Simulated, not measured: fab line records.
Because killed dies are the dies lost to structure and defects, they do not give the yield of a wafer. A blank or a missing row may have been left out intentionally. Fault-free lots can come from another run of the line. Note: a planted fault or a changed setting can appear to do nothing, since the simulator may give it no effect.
A lot that was struck, set against a sound lot -- flow n5_finfet -- 16 steps out of a route of 1938
Sound: wafers L253.1, L253.2, L253.6. Struck: wafer L265.3. (L265.1, L265.2 of the same lot were not struck and are left out.) The cause comes at the end.
At each step with rows: each side's tool, then ch and its chambers, then its first start. Under that, the readings that differ: sound wafers -- struck wafers -- difference of the means -- sigmas: that difference in standard deviations of wafers without a fault.
alike: same words and numbers on both sides, and readings whose means sit less than 2 such deviations apart. not compared: any withheld reading, any reading some wafer has no value for, any bound like >300 that may hide the same value, and any number with overlapping values for which the record gives no deviation.
The two part at a step that has a row with sigmas, a row that says differs or no value, or rows on one side only. When numbers do not overlap yet have no deviation, they are printed without sigmas and do not part them. A reading that every wafer of one side lacks parts them only if that side has two wafers or more.

N5_BEOL_M3_ETCH_41: etches SiCN in CH3F/O2, target depth 29.9 nm, time 52.5 s.
  sound on rie_diel-06 ch 0,3; struck on rie_diel-03 ch 3
reading,sound,struck,difference,sigmas
oes_product_au (a.u.),0.84 0.68 0.68,0.94,+0.21,+2
  alike: drypump_motor_current_A, rf_vpp_V, showerhead_plenum_p_Torr, throttle_valve_pct
  not compared: rf_hours_counter_h
then, 1 step without rows for these wafers: N5_BEOL_M3_STRIP_97 (strips in N2/H2, time 10 s).
N5_BEOL_M3_OCD_MEAS_38:
  sound on ocd-02 at day 6 23:49; struck on ocd-02 at day 10 14:04
  alike: trench_depth_nm
then, 4 steps without rows for these wafers: N5_BEOL_M3_HM_STRIP_39 (strips TiN in peroxide tin strip, target depth 25 nm, time 158 s); N5_BEOL_M3_SRD_40 (time 30 s); N5_BEOL_M3_PRECLEAN_42 (cleans in residue remover, time 60 s); N5_BEOL_M3_SRD_43 (time 30 s).
N5_BEOL_M3_CD_MEAS_35: target cd 18 nm, target cd y 21 nm.
  sound on cd_sem-03 at day 6 23:58; struck on cd_sem-03 at day 10 14:19
reading,sound,struck,difference,sigmas
cd_nm (nm),18.33 18.28 17.97,17.58,-0.61,-2
N5_BEOL_M3_DEGAS_44: time 60 s.
  sound on pvd_sputter-01 at day 7 00:16; struck on pvd_sputter-03 at day 10 14:26
reading,sound,struck,difference,sigmas
heater_power_w (W),404 360 318,289,-72,-2
N5_BEOL_M3_PRE_CLEAN_45: time 30 s.
  sound on pvd_sputter-01 at day 7 00:18; struck on pvd_sputter-03 at day 10 14:29
  alike: heater_power_w
then, 1 step without rows for these wafers: N5_BEOL_M3_ALD_84 (deposits TaN, pulse time 2 s, purge time 3 s, co reactant purge time 2 s).
N5_BEOL_M3_SURFACE_TREAT_85:
  sound on pvd_sputter-01 at day 7 00:50; struck on pvd_sputter-01 at day 10 14:46
  not compared: throttle_valve_pct
N5_BEOL_M3_CVD_47: deposits Co from CCTBA/H2, target thk 3 nm, time 223.8 s.
  sound on cvd_co-01 ch 0,1, day 7 01:01; struck on cvd_co-01 ch 1, day 10 14:50
reading,sound,struck,difference,sigmas
run_length_s (s),246.1 247.1 246.2,330.3,+83.8,+99 or more
N5_BEOL_M3_SPUTTER_48: material Cu, target thk 4.5 nm, time 8.29 s.
  sound on pvd_sputter-01 at day 7 01:16; struck on pvd_sputter-02 at day 10 15:04
  alike: substrate_temp_c, throttle_valve_pct
N5_BEOL_M4_RC_MEAS_101:
  sound on prober-02 ch 0, day 7 12:01; struck on prober-02 ch 0, day 11 06:19
reading,sound,struck,difference,sigmas
VT_P (mV),-255.1 -252.4 -253.0,-246.6,+6.9,+2
  alike: DIBL_N, DIBL_P, IOFF_N, IOFF_P, ION_N, ION_P, SS_N, SS_P, VT_N
following that, these wafers have no rows for 1 step: N5_PASSIVATION_PROBE_49.

## WHERE THEY PART
First at N5_BEOL_M3_ETCH_41; last, within this record, at N5_BEOL_M4_RC_MEAS_101.

WHY: what had been put in by the simulator
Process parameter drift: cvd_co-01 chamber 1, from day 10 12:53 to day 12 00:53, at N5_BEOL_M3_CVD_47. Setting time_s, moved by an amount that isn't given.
